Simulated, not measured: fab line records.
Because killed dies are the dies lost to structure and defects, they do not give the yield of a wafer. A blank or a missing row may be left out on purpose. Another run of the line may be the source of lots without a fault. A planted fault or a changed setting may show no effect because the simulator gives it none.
Chamber matching + flow n5_finfet + rie_diel-06 running N5_MOL_CONTACT_COAG_ETCHBACK_134: 4 sister chambers
The step etches SiO2 in CHF3, target depth 10 nm, time 6.7 s. 4 wafers are shown with their chamber, then 11 later ones without.

== WAFERS PAIRED WITH THEIR CHAMBERS ==
| wafer  | chamber | drypump_motor_current_A (A) |
|--------|---------|-----------------------------|
| L087.6 | 2       | 6.8                         |
| L090.1 | 1       | 5.8                         |
| L090.5 | 3       | 5.4                         |
| L093.1 | 0       | 5.7                         |

== WAFERS WITHOUT THEIR CHAMBER ==
| wafer  | drypump_motor_current_A (A) |
|--------|-----------------------------|
| L093.4 | 5.8                         |
| L093.6 | 5.8                         |
| L094.1 | 5.5                         |
| L094.5 | 5.7                         |
| L094.6 | 5.5                         |
| L095.3 | 5.8                         |
| L095.5 | 5.4                         |
| L095.6 | 6.8                         |
| L096.1 | 6.8                         |
| L096.3 | 5.8                         |
| L096.5 | 5.4                         |

== EACH ONE'S CHAMBER ==
| wafer  | from the rows above | in truth                   |
|--------|---------------------|----------------------------|
| L093.4 | 1                   | 1                          |
| L093.6 | 1                   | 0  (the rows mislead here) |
| L094.1 | 3                   | 3                          |
| L094.5 | 0                   | 0                          |
| L094.6 | 3                   | 3                          |
| L095.3 | 1                   | 1                          |
| L095.5 | 3                   | 3                          |
| L095.6 | 2                   | 2                          |
| L096.1 | 2                   | 2                          |
| L096.3 | 1                   | 1                          |
| L096.5 | 3                   | 3                          |
10 of 11 placed correctly. Left unplaced by these rows: 0. Wrongly placed: 1.
How it was worked out, from the rows above alone: a wafer's distance from a chamber is the root of the sum, over the readings, of the square of ((its reading less the chamber's mean) divided by the reading's scatter). The wafer belongs to the nearest chamber; if the next one is less than 2 further off, it can't be placed. A chamber's mean is the mean of its shown wafers. The scatter: root of mean squared gap, hidden wafer to nearest shown wafer, with one shown wafer a chamber.
